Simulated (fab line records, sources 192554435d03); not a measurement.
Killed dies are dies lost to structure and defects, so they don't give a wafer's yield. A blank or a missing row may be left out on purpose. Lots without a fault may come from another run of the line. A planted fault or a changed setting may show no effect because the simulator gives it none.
Split-lot experiment | flow n5_finfet | 7 lots, 39 wafers read, on a route of 1938 steps

THE SPLIT
At N5_BEOL_M12_TRENCH_ETCH_34 (etches SiOC in C4F8/O2/Ar, target depth 318.95 nm, time 125.5 s), the setting time_s was moved away from the recipe's 125.5 s on 15 of the 39 wafers read, by -58.7% to +45.1%. The other wafers ran this setting at the recipe's value.

FROM THE SPLIT TO THE READING: what the file shows between them, 10 steps
- N5_BEOL_M12_STRIP_70: strips in C4F8/O2/Ar
- N5_BEOL_M12_OCD_MEAS_35
- N5_BEOL_M12_STRIP_37: strips in N2/H2
- N5_BEOL_M12_ETCH_38: etches SiCN in CF4/N2, target depth 68.7 nm, time 73.4 s
- N5_BEOL_M12_ECD_47: material Cu, target thk 720 nm
- N5_BEOL_M12_ANNEAL_48: time 90 s
- N5_BEOL_M12_CMP_49: polishes, stops on SiOC, t overpolish 20.6 s, target thk 320 nm
- N5_BEOL_M12_THK_MEAS_50: measures by xrf
- N5_BEOL_M12_PRE_CLEAN_52: time 15 s
- N5_BEOL_M12_DEP_53: deposits SiCN from 3MS/NH3, target thk 30 nm, time 10.5 s

THE READING
M12_RS, in ohm/sq, at N5_BEOL_M12_RS_MEAS_54 (measures by four-point-probe). Fault-free wafers of this fab line usually give 0.0604 ohm/sq, standard deviation 0.0009 ohm/sq.

wafer  | tool, chamber at the split | time_s as run, s | against the recipe | M12_RS, ohm/sq | against lot-mates on the recipe
L074.1 | rie_diel-02, 0             | 125.5            | recipe             | 0.0610         | -
L074.2 | rie_diel-02, 1             | 150.9            | +20.2%             | 0.0486         | -0.0123
L074.3 | rie_diel-02, 2             | 125.5            | recipe             | 0.0611         | -
L074.4 | rie_diel-02, 3             | 150.9            | +20.2%             | 0.0485         | -0.0124
L074.5 | rie_diel-02, 2             | 125.5            | recipe             | 0.0606         | -
L074.6 | rie_diel-02, 1             | 150.9            | +20.2%             | 0.0486         | -0.0123
L082.1 | rie_diel-04, 0             | 182.1            | +45.1%             | 0.0415         | -0.0193
L082.2 | rie_diel-04, 3             | 125.5            | recipe             | 0.0607         | -
L082.3 | rie_diel-04, 1             | 182.1            | +45.1%             | 0.0415         | -0.0193
L082.4 | rie_diel-04, 2             | 182.1            | +45.1%             | 0.0406         | -0.0202
L082.5 | rie_diel-04, 3             | 125.5            | recipe             | 0.0601         | -
L082.6 | rie_diel-04, 0             | 125.5            | recipe             | 0.0615         | -
L086.1 | rie_diel-04, 1             | 125.5            | recipe             | 0.0580         | -
L086.2 | rie_diel-04, 3             | 51.85            | -58.7%             | 0.1537         | +0.0940
L086.3 | rie_diel-04, 0             | 51.85            | -58.7%             | 0.1549         | +0.0952
L086.4 | rie_diel-04, 2             | 125.5            | recipe             | 0.0596         | -
L086.5 | rie_diel-04, 0             | 125.5            | recipe             | 0.0615         | -
L086.6 | rie_diel-04, 1             | 51.85            | -58.7%             | 0.1488         | +0.0891
L091.3 | rie_diel-04, 3             | 125.5            | recipe             | 0.0615         | -
L091.5 | rie_diel-04, 2             | 125.5            | recipe             | 0.0622         | -
L091.6 | rie_diel-04, 3             | 125.5            | recipe             | 0.0607         | -
L092.1 | rie_diel-02, 3             | 97.85            | -22.0%             | 0.0783         | +0.0174
L092.2 | rie_diel-02, 0             | 125.5            | recipe             | 0.0621         | -
L092.3 | rie_diel-02, 1             | 125.5            | recipe             | 0.0605         | -
L092.4 | rie_diel-02, 1             | 97.85            | -22.0%             | 0.0782         | +0.0173
L092.5 | rie_diel-02, 0             | 97.85            | -22.0%             | 0.0801         | +0.0192
L092.6 | rie_diel-02, 3             | 125.5            | recipe             | 0.0601         | -
L094.1 | rie_diel-02, 1             | 125.5            | recipe             | 0.0593         | -
L094.2 | rie_diel-02, 0             | 125.5            | recipe             | 0.0614         | -
L094.3 | rie_diel-02, 3             | 125.5            | recipe             | 0.0596         | -
L094.4 | rie_diel-02, 3             | 125.5            | recipe             | 0.0602         | -
L094.5 | rie_diel-02, 0             | 125.5            | recipe             | 0.0609         | -
L094.6 | rie_diel-02, 1             | 125.5            | recipe             | 0.0600         | -
L096.1 | rie_diel-05, 1             | 125.5            | recipe             | 0.0614         | -
L096.2 | rie_diel-05, 3             | 125.5            | recipe             | 0.0607         | -
L096.3 | rie_diel-05, 0             | 70.26            | -44.0%             | 0.1110         | +0.0503
L096.4 | rie_diel-05, 3             | 70.26            | -44.0%             | 0.1120         | +0.0513
L096.5 | rie_diel-05, 0             | 125.5            | recipe             | 0.0600         | -
L096.6 | rie_diel-05, 1             | 70.26            | -44.0%             | 0.1111         | +0.0504

THE FIT
A straight line over all 39 wafers: M12_RS changes by -0.00106 ohm/sq for each +1% of time_s; r = -0.93; the points scatter about the line by 0.011 ohm/sq.
The same after taking each lot's own level away (the mean of its wafers on the recipe; 39 wafers): -0.00107 ohm/sq for each +1%; r = -0.93; scatter 0.011 ohm/sq.
On that fit, the largest move of time_s shifts the reading by 0.063 ohm/sq.
The lots' own levels span 0.05970 to 0.06147 ohm/sq, that is 2.0 times the standard deviation above.
So the lot-to-lot level changes the slope little: the two slopes agree.
Check: with one of the wafers moved furthest among these (-58.7%) left out of the fit, the line predicts +0.0634 ohm/sq for it against its lot-mates. It came out at +0.094 ohm/sq against them.

THE WHOLE CHAIN: every reading that the file lists as answering this split, in the file's order
step                       | what it does                                                    | reading                                                                       | change (the file's fit)              | r (the file's)
N5_BEOL_M12_TRENCH_ETCH_34 | etches SiOC in C4F8/O2/Ar, target depth 318.95 nm, time 125.5 s | etch.depth_nm (the simulator's own value, which no gauge read)                | +3.2 nm for each +1% of the setting  | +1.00
N5_BEOL_M12_OCD_MEAS_35    |                                                                 | trench_depth_nm                                                               | +3.19 nm for each +1% of the setting | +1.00
N5_BEOL_M12_CMP_49         | polishes, stops on SiOC, t overpolish 20.6 s, target thk 320 nm | Cu_of_BEOL_M12_ECD_47.thk_nm (the simulator's own value, which no gauge read) | +3.2 nm for each +1% of the setting  | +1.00
N5_BEOL_M12_THK_MEAS_50    | measures by xrf                                                 | M12_THK                                                                       | +3.16 for each +1% of the setting    | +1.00
N5_BEOL_M12_RS_MEAS_54     | measures by four-point-probe                                    | M12_RS                                                                        | -0.00111 for each +1% of the setting | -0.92

THE FILE'S OWN FIT
M12_RS changes by -0.00111 ohm/sq for each +1% of time_s, r = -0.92.
